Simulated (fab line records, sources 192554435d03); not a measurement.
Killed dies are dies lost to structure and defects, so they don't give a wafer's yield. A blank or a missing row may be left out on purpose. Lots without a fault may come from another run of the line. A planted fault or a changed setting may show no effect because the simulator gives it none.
One fault seen from 2 desks | flow n5_finfet | each desk has only its own numbers; what lay behind them comes last

THE METROLOGY DESK
What the gauges read, lot by lot, whatever tool the lot ran on: means of the sampled wafers that have a number. A lot is out of limits, marked OUT, if its mean lies more than 4 standard deviations from the usual mean; the brackets give that distance. Of its 12 readings 7 are shown: those that lie furthest out on some lot.
Columns: A = thk_nm at N5_ILD0_THK_MEAS_08, usual 138.9 nm; B = DIBL_N at N5_BEOL_M4_RC_MEAS_101, usual 36.0 mV/V; C = DIBL_P at N5_BEOL_M4_RC_MEAS_101, usual 36.2 mV/V; D = ION_P at N5_BEOL_M4_RC_MEAS_101, usual 461 uA/um; E = SS_N at N5_BEOL_M4_RC_MEAS_101, usual 71.5 mV/dec; F = SS_P at N5_BEOL_M4_RC_MEAS_101, usual 73.4 mV/dec; G = VT_P at N5_BEOL_M4_RC_MEAS_101, usual -250 mV
lot  | first seen here | A     | B    | C    | D   | E    | F    | G
L138 | day 3 12:42     | 137.8 | 35.1 | 34.3 | 464 | 71.3 | 72.6 | -246
L139 | day 3 22:16     | 139.6 | 33.9 | 35.7 | 449 | 71.9 | 73.1 | -253
L143 | day 4 19:25     | 139.9 | 39.8 | 40.2 | 464 | 72.8 | 74.8 | -249
L144 | day 5 06:00     | 137.4 | 35.3 | 35.2 | 461 | 71.2 | 72.9 | -252
L146 | day 5 13:30     | 138.2 | 35.7 | 34.8 | 453 | 71.4 | 73.7 | -257
L148 | day 6 09:06     | 139.0 | 36.4 | 35.4 | 462 | 71.6 | 73.1 | -251
L149 | day 6 11:04     | 140.0 | 35.1 | 34.2 | 453 | 71.3 | 73.0 | -254
L150 | day 6 16:48     | 139.3 | 39.2 | 38.0 | 468 | 72.0 | 73.9 | -248
L152 | day 7 06:55     | 138.1 | 37.4 | 38.5 | 461 | 71.5 | 73.7 | -249
L154 | day 7 17:12     | 137.2 | 36.5 | 35.6 | 456 | 71.8 | 73.4 | -252
This desk's finding: nothing out of limits on any of the 10 lots.

THE TOOL OWNER'S DESK: cmp-02
The tool's own readings at N5_ILD0_CMP_07 (polishes SiO2 flowable, stops on poly-Si, t overpolish 1.18 s, target thk 138.88 nm): means of the sampled wafers that have a number, for each lot that ran on this tool. A lot is out of limits, marked OUT, if its mean lies more than 4 standard deviations from the usual mean; the brackets give that distance.
Columns: A = motor_current_A at N5_ILD0_CMP_07, usual 12.9 A
lot  | first seen here | A
L143 | day 4 19:12     | 13.9
L144 | day 5 05:42     | 14.0
L146 | day 5 13:14     | 12.7
L148 | day 6 08:53     | 13.5
L149 | day 6 10:47     | 13.2
L150 | day 6 16:30     | 13.4
L152 | day 7 06:37     | 13.2
L154 | day 7 16:59     | 12.6
This desk's finding: nothing out of limits on any of the 8 lots.

PUT TOGETHER
The metrology desk saw nothing out of limits.
The tool owner's desk saw nothing out of limits.

WHAT THE SIMULATOR HAD PUT IN
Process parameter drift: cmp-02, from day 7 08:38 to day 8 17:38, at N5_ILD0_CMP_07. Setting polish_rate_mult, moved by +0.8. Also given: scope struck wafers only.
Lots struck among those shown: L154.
